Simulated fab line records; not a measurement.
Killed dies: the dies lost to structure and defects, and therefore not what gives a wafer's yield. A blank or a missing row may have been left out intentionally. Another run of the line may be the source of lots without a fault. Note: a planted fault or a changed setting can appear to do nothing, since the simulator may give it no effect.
Chamber matching	flow nandHarc	aldHk-04 running NHARC_A_CHANNEL_FILL_D1_ALD_16: 4 sister chambers
The step deposits SiO2, target thk 1.5 nm, pulse time 10 s, ald cycles 15. 8 wafers are shown with their chamber, then 11 later ones without.

== EACH WAFER AND ITS CHAMBER ==
wafer	chamber	heaterPowerW (W)	precursorPulseHeightRel
L081.1	1	452	0.978
L081.4	3	521	1.017
L083.1	2	436	1.050
L083.5	0	468	0.996
L089.1	0	465	0.978
L089.4	3	521	1.025
L089.6	2	432	1.002
L090.1	1	450	0.984

== WAFERS WITHOUT THEIR CHAMBER ==
wafer	heaterPowerW (W)	precursorPulseHeightRel
L090.3	515	1.011
L090.6	449	1.007
L095.1	436	1.048
L095.2	451	0.996
L095.6	537	0.980
L096.4	458	1.003
L096.5	418	0.998
L096.6	529	0.971
L097.2	439	1.048
L097.5	441	0.997
L097.6	438	0.990

== EACH ONE'S CHAMBER ==
wafer	from the rows above	in truth
L090.3	3	3
L090.6	1	1
L095.1	2	2
L095.2	1	1
L095.6	3	3
L096.4	can't be placed: 1 or 0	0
L096.5	2	2
L096.6	3	3
L097.2	2	2
L097.5	can't be placed: 2 or 1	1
L097.6	2	2
Correct placement for 9 of the 11. Cannot be placed on the basis of these rows: 2; the candidates contain the true chamber in 2. Number placed wrongly: 0.
How it was worked out, from the rows above alone: a wafer's distance from a chamber is the root of the sum, over the readings, of the square of ((its reading less the chamber's mean) divided by the reading's scatter). If the next closest chamber is less than 2 further off than the closest, the wafer can't be placed; otherwise it belongs to the closest. The mean given for a chamber averages the wafers shown for that chamber. The scatter: take each reading less its chamber's mean, square it, sum over the shown wafers, divide by the number of wafers less the number of chambers, and take the root.
